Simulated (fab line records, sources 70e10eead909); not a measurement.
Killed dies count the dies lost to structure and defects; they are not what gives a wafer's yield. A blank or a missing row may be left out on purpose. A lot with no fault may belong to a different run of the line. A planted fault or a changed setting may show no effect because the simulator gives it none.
A lot that was struck, set against a sound lot | flow nand harc | 15 steps out of a route of 1302
Sound: these wafers, L305.1, L305.3, L305.6. Struck: wafer L320.4 (left out: L320.3, a lot-mate that was not struck); the cause follows at the end.
Order at every step that has rows: each side's tool, ch and its chambers, its first start. Under that, the readings that differ: sound wafers | struck wafers | difference of the means | sigmas: that difference in standard deviations of wafers without a fault.
alike: words and numbers the same on both sides, and readings whose means are apart by under 2 such deviations; not compared: readings that were withheld, readings missing a value for some wafer, numbers with overlapping values and no deviation given by the record, and bounds like >300 which may hide the same value.
Wherever a step has rows on one side only, a row that says differs or no value, or a row with sigmas, the two part there. Numbers that have no deviation but don't overlap get no sigmas and don't part them. A reading missing from all wafers of one side parts the sides only when that side holds two or more wafers.

NHARC_A_ONON_D2_THK_MEAS_08: measures by ellipsometry.
  sound on film metro-02, day 12 18:33; struck on film metro-02, day 19 02:23
  alike: thk nm
then, no rows for these wafers at 1 step: NHARC_A_ONON_D2_DEP_09 (target thk 1000 nm).
NHARC_A_ONON_D2_THK_MEAS_11: measures by ellipsometry.
  sound on film metro-02, day 12 19:07; struck on film metro-02, day 19 03:05
  alike: thk nm
then, no rows for these wafers at 1 step: NHARC_A_ONON_D2_DEP_12 (target thk 1000 nm).
NHARC_A_ONON_D2_THK_MEAS_14: measures by ellipsometry.
  sound on film metro-01, day 12 19:41; struck on film metro-02, day 19 03:39
  reading     | sound          | struck | difference | sigmas
  thk nm (nm) | 1014 1013 1012 | 990    | -23        | -3
then, 2 steps without rows for these wafers: NHARC_A_ONON_D2_ANNEAL_15 (time 3600 s); NHARC_A_ONON_D2_DEP_16 (target thk 1000 nm).
NHARC_A_ONON_D2_THK_MEAS_18: measures by ellipsometry.
  sound on film metro-01, day 13 03:07; struck on film metro-01, day 19 11:16
  alike: thk nm
then, no rows for these wafers at 1 step: NHARC_A_ONON_D2_DEP_19 (target thk 1000 nm).
NHARC_A_ONON_D2_THK_MEAS_21: measures by ellipsometry.
  sound on film metro-02, day 13 03:41; struck on film metro-02, day 19 11:56
  alike: thk nm
then, no rows for these wafers at 1 step: NHARC_A_ONON_D2_DEP_22 (target thk 1000 nm).
NHARC_A_ONON_D2_THK_MEAS_24: measures by ellipsometry.
  sound on film metro-02, day 13 04:15; struck on film metro-02, day 19 12:31
  alike: thk nm
NHARC_A_ONON_D2_DEP_25: target thk 1000 nm.
  sound on pecvd onon-04 ch 0, day 13 04:19; struck on pecvd onon-04 ch 0, day 19 12:41
  alike: sih4 flow sccm, susceptor temp C
NHARC_A_ONON_D2_THK_MEAS_27: measures by ellipsometry.
  sound on film metro-02, day 13 04:49; struck on film metro-02, day 19 13:04
  reading     | sound          | struck | difference | sigmas
  thk nm (nm) | 1004 1001 1003 | 659    | -344       | -44
then, no rows for these wafers at 1 step: NHARC_A_ONON_D2_DEP_28 (target thk 1000 nm).

== WHERE THEY PART ==
Last at NHARC_A_ONON_D2_THK_MEAS_27 as far as this record goes, first at NHARC_A_ONON_D2_THK_MEAS_14.

WHY: the cause the simulator had injected
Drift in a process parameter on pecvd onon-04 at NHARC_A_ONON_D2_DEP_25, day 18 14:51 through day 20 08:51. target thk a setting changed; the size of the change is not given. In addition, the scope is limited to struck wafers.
